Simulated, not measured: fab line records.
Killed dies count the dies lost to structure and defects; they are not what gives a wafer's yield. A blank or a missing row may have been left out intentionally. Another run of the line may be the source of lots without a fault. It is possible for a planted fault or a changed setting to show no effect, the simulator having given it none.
What tool caused it? :: flow nand-harc :: 12 lots with 36 wafers sampled at 5 steps, on a route of 1159 steps

== WHAT THE GAUGES SHOWED, per wafer ==
NHARC_END_SORT_01. Usual: defect-limited-yield 95.2 %, standard deviation 1.6; killed-at-array 29, standard deviation 11; killed-at-other 0.6, standard deviation 0.75; killed-at-periphery 3.1, standard deviation 2.1; killed-dies 32, standard deviation 11; killed-open 3.0, standard deviation 1.8; killed-short 1.8, standard deviation 1.3; sort_bin_2_pct 1.5 %, standard deviation 0.7; sort_bin_3_pct 0.26 %, standard deviation 0.22; sort_bin_4_pct 3.0 %, standard deviation 1; sort-n-pass 645, standard deviation 11; sort-rim-yield-pct 94.9 %, standard deviation 3; sort-yield-pct 95.2 %, standard deviation 1.6.
lot: L853
measured: day 20 03:46
on: prober-02
defect-limited-yield (%): 94.5 96.9 95.6
killed-at-array: 31 18 26
killed-at-other: 0 0 0
killed-at-periphery: 6 3 4
killed-dies: 37 21 30
killed-open: 7 2 5
killed-short: 4 1 2
sort_bin_2_pct (%): 2.4 1.3 1.3
sort_bin_3_pct (%): 0.15 0.15 0.30
sort_bin_4_pct (%): 3.0 1.6 2.8
sort-n-pass: 640 656 647
sort-rim-yield-pct (%): 96.2 99.1 97.2
sort-yield-pct (%): 94.5 96.9 95.6
flag: 

lot: L852
measured: day 20 11:32
on: prober-02
defect-limited-yield (%): 97.0 97.3 96.8
killed-at-array: 13 14 22
killed-at-other: 0 0 0
killed-at-periphery: 7 4 0
killed-dies: 20 18 22
killed-open: 4 2 1
killed-short: 2 1 4
sort_bin_2_pct (%): 1.0 0.6 0.9
sort_bin_3_pct (%): 0.15 0.15 0.44
sort_bin_4_pct (%): 1.8 1.9 1.9
sort-n-pass: 657 659 655
sort-rim-yield-pct (%): 97.2 95.3 93.4
sort-yield-pct (%): 97.0 97.3 96.8
flag: 

lot: L856
measured: day 20 18:35
on: prober-02
defect-limited-yield (%): 94.7 94.8 93.1
killed-at-array: 31 33 40
killed-at-other: 0 0 1
killed-at-periphery: 5 2 6
killed-dies: 36 35 47
killed-open: 3 2 3
killed-short: 0 2 4
sort_bin_2_pct (%): 2.5 1.3 2.5
sort_bin_3_pct (%): 0 0.15 0.30
sort_bin_4_pct (%): 2.8 3.7 4.1
sort-n-pass: 641 642 630
sort-rim-yield-pct (%): 93.4 92.5 95.3
sort-yield-pct (%): 94.7 94.8 93.1
flag: 

lot: L858
measured: day 21 10:37
on: prober-02
defect-limited-yield (%): 95.0 95.4 96.2
killed-at-array: 30 24 23
killed-at-other: 0 0 0
killed-at-periphery: 4 7 3
killed-dies: 34 31 26
killed-open: 3 3 4
killed-short: 2 3 1
sort_bin_2_pct (%): 1.9 1.6 1.0
sort_bin_3_pct (%): 0.44 0.74 0.30
sort_bin_4_pct (%): 2.7 2.2 2.5
sort-n-pass: 643 646 651
sort-rim-yield-pct (%): 98.1 91.5 98.1
sort-yield-pct (%): 95.0 95.4 96.2
flag: 

lot: L859
measured: day 21 09:47
on: prober-01
defect-limited-yield (%): 92.9 95.1 94.5
killed-at-array: 45 31 37
killed-at-other: 0 1 0
killed-at-periphery: 3 1 0
killed-dies: 48 33 37
killed-open: 2 2 2
killed-short: 2 2 1
sort_bin_2_pct (%): 1.6 1.2 1.9
sort_bin_3_pct (%): 0.59 0.30 0
sort_bin_4_pct (%): 4.9 3.4 3.5
sort-n-pass: 629 644 640
sort-rim-yield-pct (%): 90.6 93.4 93.4
sort-yield-pct (%): 92.9 95.1 94.5
flag: 

lot: L861
measured: day 21 18:31
on: prober-01
defect-limited-yield (%): 96.0 95.1 96.0
killed-at-array: 27 31 26
killed-at-other: 0 0 1
killed-at-periphery: 0 2 0
killed-dies: 27 33 27
killed-open: 1 3 0
killed-short: 1 0 1
sort_bin_2_pct (%): 0.9 1.5 1.3
sort_bin_3_pct (%): 0.15 0.15 0.15
sort_bin_4_pct (%): 3.0 3.2 2.5
sort-n-pass: 650 644 650
sort-rim-yield-pct (%): 97.2 98.1 96.2
sort-yield-pct (%): 96.0 95.1 96.0
flag: 

lot: L864
measured: day 22 10:50
on: prober-01
defect-limited-yield (%): 94.5 95.1 94.2
killed-at-array: 33 29 35
killed-at-other: 3 3 2
killed-at-periphery: 1 1 2
killed-dies: 37 33 39
killed-open: 2 3 5
killed-short: 3 1 1
sort_bin_2_pct (%): 1.5 1.8 1.9
sort_bin_3_pct (%): 0.44 0.30 0
sort_bin_4_pct (%): 3.5 2.8 3.8
sort-n-pass: 640 644 638
sort-rim-yield-pct (%): 88.7 93.4 92.5
sort-yield-pct (%): 94.5 95.1 94.2
flag: 

lot: L865
measured: day 23 03:14
on: prober-01
defect-limited-yield (%): 92.5 93.9 92.2
killed-at-array: 50 38 52
killed-at-other: 0 0 1
killed-at-periphery: 1 3 0
killed-dies: 51 41 53
killed-open: 2 5 2
killed-short: 2 2 3
sort_bin_2_pct (%): 3.4 2.7 2.4
sort_bin_3_pct (%): 0.44 0.30 0.30
sort_bin_4_pct (%): 3.7 3.1 5.2
sort-n-pass: 626 636 624
sort-rim-yield-pct (%): 88.7 91.5 97.2
sort-yield-pct (%): 92.5 93.9 92.2
flag: 

lot: L866
measured: day 22 18:40
on: prober-02
defect-limited-yield (%): 92.2 93.5 94.8
killed-at-array: 49 38 33
killed-at-other: 2 2 0
killed-at-periphery: 2 4 2
killed-dies: 53 44 35
killed-open: 2 4 3
killed-short: 4 3 1
sort_bin_2_pct (%): 1.5 2.4 1.6
sort_bin_3_pct (%): 0.15 0.59 0.15
sort_bin_4_pct (%): 6.2 3.5 3.4
sort-n-pass: 624 633 642
sort-rim-yield-pct (%): 95.3 97.2 94.3
sort-yield-pct (%): 92.2 93.5 94.8
flag: 

lot: L867
measured: day 23 15:24
on: prober-02
defect-limited-yield (%): 94.7 96.2 94.2
killed-at-array: 32 25 36
killed-at-other: 0 0 1
killed-at-periphery: 4 1 2
killed-dies: 36 26 39
killed-open: 5 3 4
killed-short: 3 2 1
sort_bin_2_pct (%): 1.9 1.3 2.5
sort_bin_3_pct (%): 0.15 0.30 0.30
sort_bin_4_pct (%): 3.2 2.2 3.0
sort-n-pass: 641 651 638
sort-rim-yield-pct (%): 95.3 95.3 94.3
sort-yield-pct (%): 94.7 96.2 94.2
flag: 

lot: L868
measured: day 23 21:23
on: prober-01
defect-limited-yield (%): 96.5 96.0 96.9
killed-at-array: 24 21 17
killed-at-other: 0 1 0
killed-at-periphery: 0 5 4
killed-dies: 24 27 21
killed-open: 4 11 6
killed-short: 2 0 1
sort_bin_2_pct (%): 0.6 0.9 0.9
sort_bin_3_pct (%): 0.30 0 0.15
sort_bin_4_pct (%): 2.7 3.1 2.1
sort-n-pass: 653 650 656
sort-rim-yield-pct (%): 97.2 98.1 96.2
sort-yield-pct (%): 96.5 96.0 96.9
flag: 

lot: L870
measured: day 24 15:02
on: prober-02
defect-limited-yield (%): 91.0 93.1 91.6
killed-at-array: 54 38 48
killed-at-other: 0 2 0
killed-at-periphery: 7 7 9
killed-dies: 61 47 57
killed-open: 5 4 3
killed-short: 2 2 3
sort_bin_2_pct (%): 2.7 3.0 2.8
sort_bin_3_pct (%): 0.44 0.30 0.30
sort_bin_4_pct (%): 5.9 3.7 5.3
sort-n-pass: 616 630 620
sort-rim-yield-pct (%): 92.5 88.7 90.6
sort-yield-pct (%): 91.0 93.1 91.6
flag: 

== EACH LOT AND THE TOOL THAT RAN IT (in order: tool; ch and the chambers of the sampled wafers; start) ==
lot: L853
NHARC_THIN_TSV_ETCH_44: rie-diel-13 ch 0,3, day 19 00:22
NHARC_THIN_TSV_ETCHBACK_48: rie-diel-13 ch 0,1,3, day 19 02:23
NHARC_THIN_TSV_DEGAS_49: pvd-sputter-01, day 19 03:48
NHARC_THIN_TSV_ANNEAL_52: rtp-anneal-01 ch 0, day 19 05:05

lot: L852
NHARC_THIN_TSV_ETCH_44: rie-diel-01 ch 0,1,2, day 19 07:43
NHARC_THIN_TSV_ETCHBACK_48: rie-diel-13 ch 1,2,3, day 19 09:55
NHARC_THIN_TSV_DEGAS_49: pvd-sputter-03, day 19 10:23
NHARC_THIN_TSV_ANNEAL_52: rtp-anneal-02 ch 0, day 19 11:38

lot: L856
NHARC_THIN_TSV_ETCH_44: rie-diel-01 ch 0,2, day 19 21:09
NHARC_THIN_TSV_ETCHBACK_48: rie-diel-01 ch 0,1,3, day 19 23:05
NHARC_THIN_TSV_DEGAS_49: pvd-sputter-02, day 19 23:38
NHARC_THIN_TSV_ANNEAL_52: rtp-anneal-01 ch 0, day 20 00:49

lot: L858
NHARC_THIN_TSV_ETCH_44: rie-diel-01 ch 1,3, day 20 17:32
NHARC_THIN_TSV_ETCHBACK_48: rie-diel-13 ch 1,2,3, day 20 19:39
NHARC_THIN_TSV_DEGAS_49: pvd-sputter-01, day 20 20:07
NHARC_THIN_TSV_ANNEAL_52: rtp-anneal-02 ch 0, day 20 21:20

lot: L859
NHARC_THIN_TSV_ETCH_44: rie-diel-13 ch 1,2,3, day 20 21:31
NHARC_THIN_TSV_ETCHBACK_48: rie-diel-13 ch 1,2,3, day 20 23:32
NHARC_THIN_TSV_DEGAS_49: pvd-sputter-02, day 21 00:02
NHARC_THIN_TSV_ANNEAL_52: rtp-anneal-02 ch 0, day 21 01:20

lot: L861
NHARC_THIN_TSV_ETCH_44: rie-diel-13 ch 1,3, day 21 03:30
NHARC_THIN_TSV_ETCHBACK_48: rie-diel-13 ch 0,1,2, day 21 05:46
NHARC_THIN_TSV_DEGAS_49: pvd-sputter-03, day 21 06:13
NHARC_THIN_TSV_ANNEAL_52: rtp-anneal-01 ch 0, day 21 07:37

lot: L864
NHARC_THIN_TSV_ETCH_44: rie-diel-02 ch 1,3, day 21 19:31
NHARC_THIN_TSV_ETCHBACK_48: rie-diel-01 ch 0,1,3, day 21 21:34
NHARC_THIN_TSV_DEGAS_49: pvd-sputter-02, day 21 22:04
NHARC_THIN_TSV_ANNEAL_52: rtp-anneal-02 ch 0, day 21 23:17

lot: L865
NHARC_THIN_TSV_ETCH_44: rie-diel-13 ch 0,1,2, day 21 23:23
NHARC_THIN_TSV_ETCHBACK_48: rie-diel-01 ch 0,2,3, day 22 02:30
NHARC_THIN_TSV_DEGAS_49: pvd-sputter-03, day 22 03:32
NHARC_THIN_TSV_ANNEAL_52: rtp-anneal-01 ch 0, day 22 04:46

lot: L866
NHARC_THIN_TSV_ETCH_44: rie-diel-01 ch 1,2,3, day 22 01:43
NHARC_THIN_TSV_ETCHBACK_48: rie-diel-13 ch 0,2,3, day 22 04:17
NHARC_THIN_TSV_DEGAS_49: pvd-sputter-03, day 22 05:32
NHARC_THIN_TSV_ANNEAL_52: rtp-anneal-01 ch 0, day 22 07:04

lot: L867
NHARC_THIN_TSV_ETCH_44: rie-diel-13 ch 0,1,3, day 23 00:20
NHARC_THIN_TSV_ETCHBACK_48: rie-diel-13 ch 0,1,2, day 23 02:18
NHARC_THIN_TSV_DEGAS_49: pvd-sputter-03, day 23 02:50
NHARC_THIN_TSV_ANNEAL_52: rtp-anneal-01 ch 0, day 23 04:04

lot: L868
NHARC_THIN_TSV_ETCH_44: rie-diel-01 ch 0,1,3, day 23 06:31
NHARC_THIN_TSV_ETCHBACK_48: rie-diel-13 ch 1,3, day 23 08:29
NHARC_THIN_TSV_DEGAS_49: pvd-sputter-02, day 23 08:59
NHARC_THIN_TSV_ANNEAL_52: rtp-anneal-02 ch 0, day 23 10:37

lot: L870
NHARC_THIN_TSV_ETCH_44: rie-diel-13 ch 0,1,2, day 24 00:34
NHARC_THIN_TSV_ETCHBACK_48: rie-diel-13 ch 1,2,3, day 24 02:43
NHARC_THIN_TSV_DEGAS_49: pvd-sputter-01, day 24 03:13
NHARC_THIN_TSV_ANNEAL_52: rtp-anneal-02 ch 0, day 24 04:23
- NHARC_THIN_TSV_ETCH_44: etches the open film in CF4/O2, target depth 1594.2 nm, time 797.1 s.
- NHARC_THIN_TSV_ETCHBACK_48: etches the open film in C4F8/Ar, target depth 1028.5 nm, time 405.17 s.
- NHARC_THIN_TSV_DEGAS_49: time 120 s.
- NHARC_THIN_TSV_ANNEAL_52: time 90 s.

== AS READ BY THE TOOLS THEMSELVES (means over the sampled wafers that have a number; for cases with no such wafer, the mark the record gives instead) ==
NHARC_THIN_TSV_ETCH_44. Usual: drypump-motor-current-A 5.9 A, standard deviation 0.41; oes-product-au 1.000 a.u., standard deviation 0.0099; rf-vpp-V 795 V, standard deviation 4.5; showerhead-plenum-p-Torr 1.85 Torr, standard deviation 0.07; throttle-valve-pct 16.915 %, standard deviation 0.0098.
lot: L853
tool: rie-diel-13
drypump-motor-current-A (A): 5.9
oes-product-au (a.u.): 0.986
rf-vpp-V (V): 794
showerhead-plenum-p-Torr (Torr): 1.83
throttle-valve-pct (%): 16.907
flag: 

lot: L852
tool: rie-diel-01
drypump-motor-current-A (A): 5.8
oes-product-au (a.u.): 1.002
rf-vpp-V (V): 790
showerhead-plenum-p-Torr (Torr): 1.78
throttle-valve-pct (%): 16.911
flag: 

lot: L856
tool: rie-diel-01
drypump-motor-current-A (A): 5.4
oes-product-au (a.u.): 0.996
rf-vpp-V (V): 788
showerhead-plenum-p-Torr (Torr): 1.73
throttle-valve-pct (%): 16.914
flag: 

lot: L858
tool: rie-diel-01
drypump-motor-current-A (A): 6.1
oes-product-au (a.u.): 1.014
rf-vpp-V (V): 800
showerhead-plenum-p-Torr (Torr): 1.91
throttle-valve-pct (%): 16.921
flag: 

lot: L859
tool: rie-diel-13
drypump-motor-current-A (A): 6.0
oes-product-au (a.u.): 1.004
rf-vpp-V (V): 795
showerhead-plenum-p-Torr (Torr): 1.86
throttle-valve-pct (%): 16.914
flag: 

lot: L861
tool: rie-diel-13
drypump-motor-current-A (A): 5.9
oes-product-au (a.u.): 1.000
rf-vpp-V (V): 794
showerhead-plenum-p-Torr (Torr): 1.82
throttle-valve-pct (%): 16.917
flag: 

lot: L864
tool: rie-diel-02
drypump-motor-current-A (A): 6.1
oes-product-au (a.u.): 0.997
rf-vpp-V (V): 798
showerhead-plenum-p-Torr (Torr): 1.89
throttle-valve-pct (%): 16.925
flag: 

lot: L865
tool: rie-diel-13
drypump-motor-current-A (A): 5.6
oes-product-au (a.u.): 0.997
rf-vpp-V (V): 796
showerhead-plenum-p-Torr (Torr): 1.86
throttle-valve-pct (%): 16.921
flag: 

lot: L866
tool: rie-diel-01
drypump-motor-current-A (A): 5.8
oes-product-au (a.u.): 1.011
rf-vpp-V (V): 794
showerhead-plenum-p-Torr (Torr): 1.83
throttle-valve-pct (%): 16.927
flag: 

lot: L867
tool: rie-diel-13
drypump-motor-current-A (A): 5.9
oes-product-au (a.u.): 1.001
rf-vpp-V (V): 794
showerhead-plenum-p-Torr (Torr): 1.83
throttle-valve-pct (%): 16.916
flag: 

lot: L868
tool: rie-diel-01
drypump-motor-current-A (A): 6.1
oes-product-au (a.u.): 1.006
rf-vpp-V (V): 795
showerhead-plenum-p-Torr (Torr): 1.85
throttle-valve-pct (%): 16.923
flag: 

lot: L870
tool: rie-diel-13
drypump-motor-current-A (A): 5.6
oes-product-au (a.u.): 1.004
rf-vpp-V (V): 796
showerhead-plenum-p-Torr (Torr): 1.86
throttle-valve-pct (%): 16.919
flag: 

NHARC_THIN_TSV_ETCHBACK_48. Usual: oes-product-au 0.96 a.u., standard deviation 0.037; rf-fwd-power-W 598.6 W, standard deviation 1.7; rf-vpp-V 547 V, standard deviation 3.1.
lot: L853
tool: rie-diel-13
oes-product-au (a.u.): 0.93
rf-fwd-power-W (W): 598.4
rf-vpp-V (V): 547
flag: 

lot: L852
tool: rie-diel-13
oes-product-au (a.u.): 0.94
rf-fwd-power-W (W): 598.7
rf-vpp-V (V): 547
flag: 

lot: L856
tool: rie-diel-01
oes-product-au (a.u.): 0.94
rf-fwd-power-W (W): 597.6
rf-vpp-V (V): 548
flag: 

lot: L858
tool: rie-diel-13
oes-product-au (a.u.): 1.00
rf-fwd-power-W (W): 597.8
rf-vpp-V (V): 547
flag: 

lot: L859
tool: rie-diel-13
oes-product-au (a.u.): 0.97
rf-fwd-power-W (W): 598.4
rf-vpp-V (V): 548
flag: 

lot: L861
tool: rie-diel-13
oes-product-au (a.u.): 0.98
rf-fwd-power-W (W): 598.5
rf-vpp-V (V): 548
flag: 

lot: L864
tool: rie-diel-01
oes-product-au (a.u.): 1.02
rf-fwd-power-W (W): 599.0
rf-vpp-V (V): 548
flag: 

lot: L865
tool: rie-diel-01
oes-product-au (a.u.): 1.00
rf-fwd-power-W (W): 597.7
rf-vpp-V (V): 545
flag: 

lot: L866
tool: rie-diel-13
oes-product-au (a.u.): 1.00
rf-fwd-power-W (W): 599.3
rf-vpp-V (V): 549
flag: 

lot: L867
tool: rie-diel-13
oes-product-au (a.u.): 0.93
rf-fwd-power-W (W): 600.7
rf-vpp-V (V): 548
flag: 

lot: L868
tool: rie-diel-13
oes-product-au (a.u.): 1.14
rf-fwd-power-W (W): 839.1
rf-vpp-V (V): 548
flag: OFF

lot: L870
tool: rie-diel-13
oes-product-au (a.u.): 1.22
rf-fwd-power-W (W): 839.3
rf-vpp-V (V): 547
flag: OFF

NHARC_THIN_TSV_DEGAS_49. Usual: heater-power-w 451 W, standard deviation 41; susceptor-temp-C 300.00 C, standard deviation 0.2.
lot: L853
tool: pvd-sputter-01
heater-power-w (W): 494
susceptor-temp-C (C): 299.94
flag: 

lot: L852
tool: pvd-sputter-03
heater-power-w (W): 410
susceptor-temp-C (C): 300.05
flag: 

lot: L856
tool: pvd-sputter-02
heater-power-w (W): 468
susceptor-temp-C (C): 300.16
flag: 

lot: L858
tool: pvd-sputter-01
heater-power-w (W): 480
susceptor-temp-C (C): 299.95
flag: 

lot: L859
tool: pvd-sputter-02
heater-power-w (W): 463
susceptor-temp-C (C): 300.01
flag: 

lot: L861
tool: pvd-sputter-03
heater-power-w (W): 402
susceptor-temp-C (C): 299.74
flag: 

lot: L864
tool: pvd-sputter-02
heater-power-w (W): 465
susceptor-temp-C (C): 299.88
flag: 

lot: L865
tool: pvd-sputter-03
heater-power-w (W): 422
susceptor-temp-C (C): 300.11
flag: 

lot: L866
tool: pvd-sputter-03
heater-power-w (W): 408
susceptor-temp-C (C): 300.07
flag: 

lot: L867
tool: pvd-sputter-03
heater-power-w (W): 419
susceptor-temp-C (C): 299.91
flag: 

lot: L868
tool: pvd-sputter-02
heater-power-w (W): 428
susceptor-temp-C (C): 299.85
flag: 

lot: L870
tool: pvd-sputter-01
heater-power-w (W): 464
susceptor-temp-C (C): 300.03
flag: 

NHARC_THIN_TSV_ANNEAL_52. Usual: 226.2 for wafer_temp_C_max, sd 0.53.
lot: L853
tool: rtp-anneal-01
wafer_temp_C_max: 225.7
flag: 

lot: L852
tool: rtp-anneal-02
wafer_temp_C_max: 226.4
flag: 

lot: L856
tool: rtp-anneal-01
wafer_temp_C_max: 225.9
flag: 

lot: L858
tool: rtp-anneal-02
wafer_temp_C_max: 226.6
flag: 

lot: L859
tool: rtp-anneal-02
wafer_temp_C_max: 226.6
flag: 

lot: L861
tool: rtp-anneal-01
wafer_temp_C_max: 225.5
flag: 

lot: L864
tool: rtp-anneal-02
wafer_temp_C_max: 226.8
flag: 

lot: L865
tool: rtp-anneal-01
wafer_temp_C_max: 225.6
flag: 

lot: L866
tool: rtp-anneal-01
wafer_temp_C_max: 225.7
flag: 

lot: L867
tool: rtp-anneal-01
wafer_temp_C_max: 225.6
flag: 

lot: L868
tool: rtp-anneal-02
wafer_temp_C_max: 226.8
flag: 

lot: L870
tool: rtp-anneal-02
wafer_temp_C_max: 226.4
flag: 

== THE ANSWER, worked out from the rows above alone ==
Rule: lot off if the mean of its wafers having a number is beyond 3 standard deviations from the usual mean. A lot without any number at a reading at which 4 lots or more have one is off too. Where the step has rows for the other lots, those lots are counted as sound. After the gauges, taken in route order, come the tools' own readings; for these a lot's mean is taken, as printed above. At the first step where some lot is off, the reading lying furthest off is the one used; lots without a number count as furthest.
Off at NHARC_THIN_TSV_ETCHBACK_48 (rf-fwd-power-W): L868, L870.
A tool fits if, at that step or a process step before it, it ran every lot that is off, and no sound lot after the first of them. One fits: NHARC_THIN_TSV_ETCHBACK_48 on rie-diel-13. Its last sound lot is L867 (day 23 02:18), its first lot that is off L868 (day 23 08:29): a fault that began between those two fits.
The tool's own readings at NHARC_THIN_TSV_ETCHBACK_48 bear it out: on the lots that are off they differ by more than 5 times the standard deviation of the sound lots' means. oes-product-au reads 1.18 a.u. there against 0.97 a.u. on the sound lots; rf-fwd-power-W reads 839.2 W there against 598.6 W on the sound lots.

== WHAT THE SIMULATOR PUT IN ==
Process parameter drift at NHARC_THIN_TSV_ETCHBACK_48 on rie-diel-13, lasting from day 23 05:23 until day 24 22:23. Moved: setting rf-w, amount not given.
Lots struck among those shown: L868, L870. Same finding as the rule above.
